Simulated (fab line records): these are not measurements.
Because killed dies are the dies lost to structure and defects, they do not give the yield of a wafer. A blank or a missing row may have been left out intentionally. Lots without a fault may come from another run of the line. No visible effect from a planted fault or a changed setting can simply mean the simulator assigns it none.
Chamber matching | flow nand harc | 4 sister chambers for NHARC_A_WL_FILL_ALD_10 on ald hk-02
The step deposits SiO2, target thk 50 nm, pulse time 10 s, ald cycles 500. 4 wafers are shown with their chamber, then 12 later ones without.

EACH WAFER AND ITS CHAMBER
wafer  | chamber | heater power outer w (W)
L080.6 | 3       | 267
L086.5 | 1       | 248
L087.3 | 2       | 254
L087.6 | 0       | 240

WAFERS WITH NO CHAMBER GIVEN
wafer  | heater power outer w (W)
L088.4 | 257
L088.5 | 245
L088.6 | 250
L090.3 | 273
L090.4 | 256
L090.2 | 250
L093.1 | 250
L093.3 | 247
L093.6 | 248
L096.1 | 250
L096.2 | 272
L096.3 | 241

CHAMBER TAKEN BY EACH
wafer  | from the rows above     | in truth
L088.4 | 2                       | 2
L088.5 | can't be placed: 1 or 0 | 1
L088.6 | can't be placed: 1 or 2 | 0
L090.3 | 3                       | 3
L090.4 | 2                       | 2
L090.2 | can't be placed: 1 or 2 | 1
L093.1 | can't be placed: 1 or 2 | 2
L093.3 | 1                       | 1
L093.6 | 1                       | 1
L096.1 | can't be placed: 1 or 2 | 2
L096.2 | 3                       | 3
L096.3 | 0                       | 0
7 of 12 placed correctly. Can't be placed from these rows: 5 (the true chamber is among the candidates in 4). 0 placed wrongly.
How it was worked out, from the rows above alone: a wafer's distance from a chamber is the root of the sum, over the readings, of the square of ((its reading less the chamber's mean) divided by the reading's scatter). If the next closest chamber is less than 2 further off than the closest, the wafer can't be placed; otherwise it belongs to the closest. Each chamber's mean is taken over the wafers shown for it. The scatter: with one shown wafer a chamber, the root of the mean of the squares of how far each hidden wafer lies from its nearest shown one.
